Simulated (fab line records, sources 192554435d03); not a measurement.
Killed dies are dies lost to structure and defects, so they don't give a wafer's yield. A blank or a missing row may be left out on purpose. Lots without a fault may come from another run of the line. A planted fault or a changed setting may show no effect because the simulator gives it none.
Chamber matching | flow n5_finfet | N5_BEOL_M9_DEP_56 on pecvd-03: 3 sister chambers
The step deposits SiCN from 3MS/NH3, target thk 15 nm, time 26.5 s. 22 wafers are shown with their chamber, then 11 later ones without.

WAFERS WITH THEIR CHAMBER
wafer  | chamber | throttle_valve_pct (%) | showerhead_plenum_p_Torr (Torr)
L081.1 | 0       | 9.2                    | 3.648
L081.2 | 1       | 9.3                    | 3.673
L081.6 | 1       | 8.7                    | 3.670
L085.1 | 0       | 9.3                    | 3.663
L085.4 | 2       | 8.4                    | 3.670
L085.6 | 0       | 9.1                    | 3.660
L089.2 | 1       | 9.2                    | 3.667
L089.3 | 2       | 8.5                    | 3.672
L089.5 | 0       | 9.3                    | 3.651
L090.1 | 1       | 9.1                    | 3.672
L090.2 | 2       | 8.8                    | 3.669
L090.3 | 0       | 9.2                    | 3.656
L090.4 | 0       | 9.7                    | 3.653
L090.5 | 1       | 8.9                    | 3.662
L090.6 | 2       | 8.5                    | 3.674
L091.2 | 1       | 9.3                    | 3.663
L091.5 | 1       | 9.2                    | 3.672
L091.6 | 0       | 9.2                    | 3.665
L092.1 | 1       | 8.9                    | 3.671
L092.2 | 2       | 8.3                    | 3.669
L092.3 | 0       | 9.4                    | 3.650
L092.4 | 1       | 9.1                    | 3.672

SIGNATURES (means of the wafers above)
reading                  | chamber 0 | chamber 1 | chamber 2 | scatter within a chamber
throttle_valve_pct       | 9.300     | 9.078     | 8.500     | 0.194
showerhead_plenum_p_Torr | 3.65575   | 3.66911   | 3.67080   | 0.00479
Rule: a wafer's distance from a chamber is the root of the sum, over the readings, of the square of ((its reading less the chamber's mean) divided by the reading's scatter). The wafer belongs to the nearest chamber; if the next one is less than 2 further off, it can't be placed. The scatter: the root of (the sum of the squares of (reading less its chamber's mean) over the shown wafers, divided by (wafers less chambers)).

WAFERS WITHOUT THEIR CHAMBER
wafer  | throttle_valve_pct (%) | showerhead_plenum_p_Torr (Torr)
L092.5 | 8.5                    | 3.676
L092.6 | 9.2                    | 3.656
L094.1 | 9.3                    | 3.671
L094.2 | 8.6                    | 3.672
L094.3 | 9.2                    | 3.652
L094.4 | 8.3                    | 3.671
L094.5 | 9.3                    | 3.654
L094.6 | 9.2                    | 3.673
L095.2 | 8.6                    | 3.669
L095.5 | 9.2                    | 3.669
L095.6 | 8.5                    | 3.669

WHICH CHAMBER EACH WENT THROUGH
wafer  | from the rows above     | in truth
L092.5 | 2                       | 2
L092.6 | 0                       | 0
L094.1 | can't be placed: 1 or 0 | 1
L094.2 | can't be placed: 2 or 1 | 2
L094.3 | 0                       | 0
L094.4 | 2                       | 2
L094.5 | 0                       | 0
L094.6 | 1                       | 1
L095.2 | can't be placed: 2 or 1 | 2
L095.5 | 1                       | 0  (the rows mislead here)
L095.6 | 2                       | 2
Placed correctly: 7 of 11. Can't be placed from these rows: 3 (the true chamber is among the candidates in 3). Placed wrongly: 1.
